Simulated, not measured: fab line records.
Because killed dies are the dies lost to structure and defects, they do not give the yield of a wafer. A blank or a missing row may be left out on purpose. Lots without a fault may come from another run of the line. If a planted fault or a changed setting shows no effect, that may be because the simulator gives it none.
Struck lot and sound lot, side by side / flow nand harc / 44 out of 1159 route steps
Sound: the wafers L692.1, L692.4, L692.6. Wafers struck: L683.4, L683.5. At the end, the cause is stated.
At each step with rows: each side's tool, then ch and its chambers, then its first start. Under that, the readings that differ: sound wafers / struck wafers / difference of the means / sigmas: that difference in standard deviations of wafers without a fault.
alike: readings whose means differ by less than 2 such deviations, and words and numbers that are the same on both sides. not compared: withheld readings, readings that some wafer has no value for, bounds like >300 that may hide the same value, and numbers for which the record gives no deviation and whose values overlap.
Wherever a step has rows on one side only, a row that says differs or no value, or a row with sigmas, the two part there. Non-overlapping numbers with no deviation appear without sigmas and do not part them. A reading that every wafer of one side lacks parts them only if that side has two wafers or more.

first, 1 step without rows for these wafers: NHARC_A_CONTACT_DEVELOP_68 (develop time 35 s).
NHARC_A_CONTACT_CD_MEAS_69: the cd target is 200 nm.
  sound on cd sem-01 ch 0, day 20 17:32; struck on cd sem-03 ch 0, day 17 12:26
  alike: cd nm
NHARC_A_CONTACT_OVL_MEAS_70:
  sound on overlay-01, day 20 17:37; struck on overlay-02, day 17 12:31
  alike: overlay x nm, overlay y nm
NHARC_A_CONTACT_INSPECT_71:
  sound on defect inspect-02, day 20 17:39; struck on defect inspect-02, day 17 12:33
  alike: raw defect count
then, 1 step without rows for these wafers: NHARC_A_CONTACT_DESCUM_74 (chemistry O2, time 3 s).
NHARC_A_CONTACT_ETCH_75: etches the open film in CF4, target depth 39 nm, time 65 s.
  sound on rie diel-01 ch 1,2,3, day 20 17:59; struck on rie diel-12 ch 0,1, day 17 12:41
  alike: drypump motor current A, oes product au, rf vpp V, showerhead plenum p Torr, throttle valve pct
  not compared: rf hours counter h
then, 1 step without rows for these wafers: NHARC_A_CONTACT_ETCH_76 (etches the open film in N2/H2, target depth 260 nm, time 475.3 s).
NHARC_A_CONTACT_ETCH_77: etches the open film in CF4/CHF3, target depth 72.6 nm, time 36.3 s.
  sound on rie diel-01 ch 0,3; struck on rie diel-12 ch 0,3
reading=rf vpp V (V); sound=372.1 366.2 365.2; struck=373.9 374.4; difference=+6.3; sigmas=+2
reading=showerhead plenum p Torr (Torr); sound=1.63 1.45 1.45; struck=1.68 1.68; difference=+0.17; sigmas=+2
  alike: drypump motor current A, oes product au, throttle valve pct
  not compared: rf hours counter h
then, 4 steps without rows for these wafers: NHARC_A_CONTACT_ETCH_78 (etches the open film in O2/COS, target depth 2800 nm, time 728 s); NHARC_A_CONTACT_ETCH_124 (etches the open film in C4F8/O2/Ar, time 140 s, target depth 700 nm); NHARC_A_CONTACT_ETCH_125 (etches the open film in C4F8/O2/Ar, time 155 s, target depth 956 nm); NHARC_A_CONTACT_ETCH_126 (etches the open film in C4F8/O2/Ar, time 155 s, target depth 956 nm).
NHARC_A_CONTACT_ETCH_127: etches the open film in C4F8/O2/Ar, time 155 s, target depth 956 nm.
  sound on har cap etch-03 ch 1, day 20 20:00; struck on har cap etch-03 ch 0, day 17 14:22
  not compared: rf hours counter h
then, 4 steps without rows for these wafers: NHARC_A_CONTACT_ETCH_128 (etches the open film in C4F8/O2/Ar, time 155 s, target depth 956 nm); NHARC_A_CONTACT_ETCH_129 (etches the open film in C4F8/O2/Ar, time 155 s, target depth 956 nm); NHARC_A_CONTACT_ETCH_130 (etches the open film in C4F8/O2/Ar, time 155 s, target depth 956 nm); NHARC_A_CONTACT_ETCH_131 (etches the open film in C4F8/O2/Ar, time 155 s, target depth 956 nm).
NHARC_A_CONTACT_ETCH_132: etches the open film in C4F8/O2/Ar, time 156 s, target depth 958 nm.
  sound on har cap etch-03 ch 1, day 20 20:43; struck on har cap etch-03 ch 0, day 17 15:05
  not compared: rf hours counter h
then, 2 steps without rows for these wafers: NHARC_A_CONTACT_ETCH_133 (etches the open film in C4F8/O2/Ar, time 195 s, target depth 840 nm); NHARC_A_CONTACT_ETCH_91 (etches the open film in CH3F/O2, target depth 40 nm, time 85.7 s).
NHARC_A_CONTACT_ETCH_97: etches the open film in C4F6/O2, target depth 20 nm, time 10 s.
  sound on rie diel-12 ch 0,1,3; struck on rie diel-11 ch 0,2
  alike: drypump motor current A, oes product au, rf vpp V, showerhead plenum p Torr, throttle valve pct
  not compared: rf hours counter h
NHARC_A_CONTACT_CD_MEAS_80:
  sound on cd sem-03, day 20 21:38; struck on cd sem-01, day 17 16:22
  alike: cd nm
then, 4 steps without rows for these wafers: NHARC_A_CONTACT_STRIP_103 (strips in N2/H2); NHARC_A_CONTACT_STRIP_104 (strips in CF4/CHF3); NHARC_A_CONTACT_STRIP_105 (strips in O2/COS); NHARC_A_CONTACT_ETCH_106 (etches the open film in CF4/O2, target depth 60 nm, overetch 6 nm, time 33 s).
NHARC_A_CONTACT_STRIP_82: strips in O2.
  sound on rie diel-11 ch 0,1; struck on rie diel-11 ch 0,2
  alike: drypump motor current A, oes product au, rf vpp V, showerhead plenum p Torr, throttle valve pct
  not compared: rf hours counter h
then, 13 steps without rows for these wafers: NHARC_A_CONTACT_STRIP_83 (strips in post etch residue remover, time 600 s); NHARC_A_CONTACT_DEP_84 (deposits aC, target thk 2000 nm); NHARC_A_CONTACT_DEP_85 (deposits SiON, target thk 50 nm); NHARC_A_CONTACT_DEHYDRATE_00 (time 120 s); NHARC_A_CONTACT_HMDS_01 (time 30 s); NHARC_A_CONTACT_COAT_86 (time 75 s); NHARC_A_CONTACT_COAT_87 (time 65 s); NHARC_A_CONTACT_COAT_02 (resist thk 90 nm); NHARC_A_CONTACT_SOFTBAKE_03 (time 55 s); NHARC_A_CONTACT_EBR_04; NHARC_A_CONTACT_EXPOSE_05 (exposes mask A CC); NHARC_A_CONTACT_PEB_06 (peb time 65 s); NHARC_A_CONTACT_DEVELOP_07 (develop time 35 s).
NHARC_A_CONTACT_CD_MEAS_08: the cd target is 100 nm.
  sound on cd sem-03 ch 0, day 21 03:38; struck on cd sem-01 ch 0, day 17 20:53
  alike: cd nm
NHARC_A_CONTACT_OVL_MEAS_09:
  sound on overlay-02, day 21 03:43; struck on overlay-01, day 17 20:58
reading=overlay x nm (nm); sound=-2.0 -1.7 -1.6; struck=2.6 2.3; difference=+4.2; sigmas=+4
  alike: overlay y nm
NHARC_A_CONTACT_DESCUM_13: chemistry O2, time 3 s.
  sound on rie diel-12 ch 0,1,3, day 21 03:50; struck on rie diel-11 ch 0,3, day 17 23:20
reading=hold; sound=- - -; struck=await dispo/2.1h/release await dispo/2.1h/release; difference=no value on the sound wafers; sigmas=
  alike: drypump motor current A, oes product au, rf vpp V, showerhead plenum p Torr, throttle valve pct
  not compared: rf hours counter h
-- break in the record here, with 3 days between the starts of the struck wafers on either side (left off in module A_CONTACT, picked up again in module END, where the first step shown is number 1159 on the route) --
NHARC_END_SORT_01:
  only the struck wafers appear in the record here, on prober-02 ch 0 at day 20 19:46; the sound ones have no rows

WHERE THEY PART
Last at NHARC_END_SORT_01 as far as this record goes, first at NHARC_A_CONTACT_ETCH_77.

WHY: whatever the simulator had introduced
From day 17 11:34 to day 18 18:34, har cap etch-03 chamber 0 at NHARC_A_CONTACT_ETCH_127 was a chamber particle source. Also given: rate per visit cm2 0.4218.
